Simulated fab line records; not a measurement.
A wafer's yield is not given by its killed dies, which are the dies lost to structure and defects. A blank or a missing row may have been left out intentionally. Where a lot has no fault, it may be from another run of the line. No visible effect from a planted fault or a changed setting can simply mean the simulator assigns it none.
Lot-split experiment :: flow n5 finfet :: 21 wafers read from 7 lots, route of 1938 steps

== SPLIT DETAILS ==
At N5_BEOL_M11_ETCH_41 (etches SiCN in CH3F/O2, target depth 42.6 nm, time 86 s), the setting time s was moved away from the recipe's 86 s on 7 of the 21 wafers read, by -21.3% to +14.7%. The other wafers ran this setting at the recipe's value.

The reading comes from the split's own step.

== THE READING ==
etch.depth nm (the simulator's own value, which no gauge read), in nm, at N5_BEOL_M11_ETCH_41 (etches SiCN in CH3F/O2, target depth 42.6 nm, time 86 s). The file gives no usual value for it. Average 32.81 nm, standard deviation 0.75 nm, over the 14 wafers here run with the recipe.

wafer: L074.1
tool, chamber at the split: rie diel-03, 3
time s as run, s: 86
against the recipe: recipe
etch.depth nm, nm: 33.79
against lot-mates on the recipe: -

wafer: L074.2
tool, chamber at the split: rie diel-03, 1
time s as run, s: 69.15
against the recipe: -19.6%
etch.depth nm, nm: 26.37
against lot-mates on the recipe: -7.42

wafer: L074.3
tool, chamber at the split: rie diel-03, 2
time s as run, s: 69.15
against the recipe: -19.6%
etch.depth nm, nm: 26.17
against lot-mates on the recipe: -7.62

wafer: L076.1
tool, chamber at the split: rie diel-03, 0
time s as run, s: 86
against the recipe: recipe
etch.depth nm, nm: 33.65
against lot-mates on the recipe: -

wafer: L076.2
tool, chamber at the split: rie diel-03, 2
time s as run, s: 86
against the recipe: recipe
etch.depth nm, nm: 32.57
against lot-mates on the recipe: -

wafer: L076.6
tool, chamber at the split: rie diel-03, 1
time s as run, s: 86
against the recipe: recipe
etch.depth nm, nm: 32.95
against lot-mates on the recipe: -

wafer: L083.3
tool, chamber at the split: rie diel-04, 1
time s as run, s: 86
against the recipe: recipe
etch.depth nm, nm: 31.68
against lot-mates on the recipe: -

wafer: L083.4
tool, chamber at the split: rie diel-04, 0
time s as run, s: 86
against the recipe: recipe
etch.depth nm, nm: 32.86
against lot-mates on the recipe: -

wafer: L083.5
tool, chamber at the split: rie diel-04, 3
time s as run, s: 86
against the recipe: recipe
etch.depth nm, nm: 32.42
against lot-mates on the recipe: -

wafer: L089.1
tool, chamber at the split: rie diel-03, 2
time s as run, s: 86
against the recipe: recipe
etch.depth nm, nm: 32.57
against lot-mates on the recipe: -

wafer: L089.4
tool, chamber at the split: rie diel-03, 3
time s as run, s: 86
against the recipe: recipe
etch.depth nm, nm: 33.89
against lot-mates on the recipe: -

wafer: L089.5
tool, chamber at the split: rie diel-03, 1
time s as run, s: 86
against the recipe: recipe
etch.depth nm, nm: 32.98
against lot-mates on the recipe: -

wafer: L092.1
tool, chamber at the split: rie diel-03, 3
time s as run, s: 96.35
against the recipe: +12.0%
etch.depth nm, nm: 37.76
against lot-mates on the recipe: +4.42

wafer: L092.4
tool, chamber at the split: rie diel-03, 1
time s as run, s: 86
against the recipe: recipe
etch.depth nm, nm: 32.96
against lot-mates on the recipe: -

wafer: L092.6
tool, chamber at the split: rie diel-03, 0
time s as run, s: 86
against the recipe: recipe
etch.depth nm, nm: 33.71
against lot-mates on the recipe: -

wafer: L095.1
tool, chamber at the split: rie diel-05, 1
time s as run, s: 98.63
against the recipe: +14.7%
etch.depth nm, nm: 36.87
against lot-mates on the recipe: no lot-mate on the recipe

wafer: L095.3
tool, chamber at the split: rie diel-05, 3
time s as run, s: 98.63
against the recipe: +14.7%
etch.depth nm, nm: 37.76
against lot-mates on the recipe: no lot-mate on the recipe

wafer: L095.4
tool, chamber at the split: rie diel-05, 0
time s as run, s: 98.63
against the recipe: +14.7%
etch.depth nm, nm: 37.02
against lot-mates on the recipe: no lot-mate on the recipe

wafer: L096.2
tool, chamber at the split: rie diel-05, 2
time s as run, s: 86
against the recipe: recipe
etch.depth nm, nm: 31.8
against lot-mates on the recipe: -

wafer: L096.4
tool, chamber at the split: rie diel-05, 2
time s as run, s: 67.7
against the recipe: -21.3%
etch.depth nm, nm: 25.27
against lot-mates on the recipe: -6.40

wafer: L096.5
tool, chamber at the split: rie diel-05, 0
time s as run, s: 86
against the recipe: recipe
etch.depth nm, nm: 31.54
against lot-mates on the recipe: -

FIT RESULTS
A straight line over all 21 wafers: etch.depth nm changes by +0.333 nm for each +1% of time s; r = +0.98; the points scatter about the line by 0.73 nm.
The same after taking each lot's own level away (the mean of its wafers on the recipe; 18 wafers): +0.355 nm for each +1%; r = +0.99; scatter 0.53 nm.
The reading moves by 7.6 nm for the largest change in time s, on that fit.
The lots' own levels span 31.670 to 33.790 nm, that is 2.8 times the standard deviation above.
Hence the lot-to-lot level has little effect on the slope; both slopes agree.
Check: with one of the wafers moved furthest among these (-21.3%) left out of the fit, the line predicts -8.12 nm for it against its lot-mates. It came out at -6.4 nm against them.

== FURTHER SPLITS ON THESE WAFERS ==
Other splits were also applied to these wafers ahead of the reading. Each is held against what the fit with the lots' levels taken away leaves over:
other split on the same wafers: N5_BEOL_M11_COAT_05 spin rpm
wafers away from the commonest value: 8
r with etch.depth nm (lot level and that fit taken away): -0.23

other split on the same wafers: N5_BEOL_M11_DESCUM_16 time s
wafers away from the commonest value: 4
r with etch.depth nm (lot level and that fit taken away): -0.14

other split on the same wafers: N5_BEOL_M11_TRENCH_ETCH_37 time s
wafers away from the commonest value: 7
r with etch.depth nm (lot level and that fit taken away): -0.19

== THE FILE'S OWN FIT ==
etch.depth nm changes by +0.343 nm for each +1% of time s, r = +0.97.
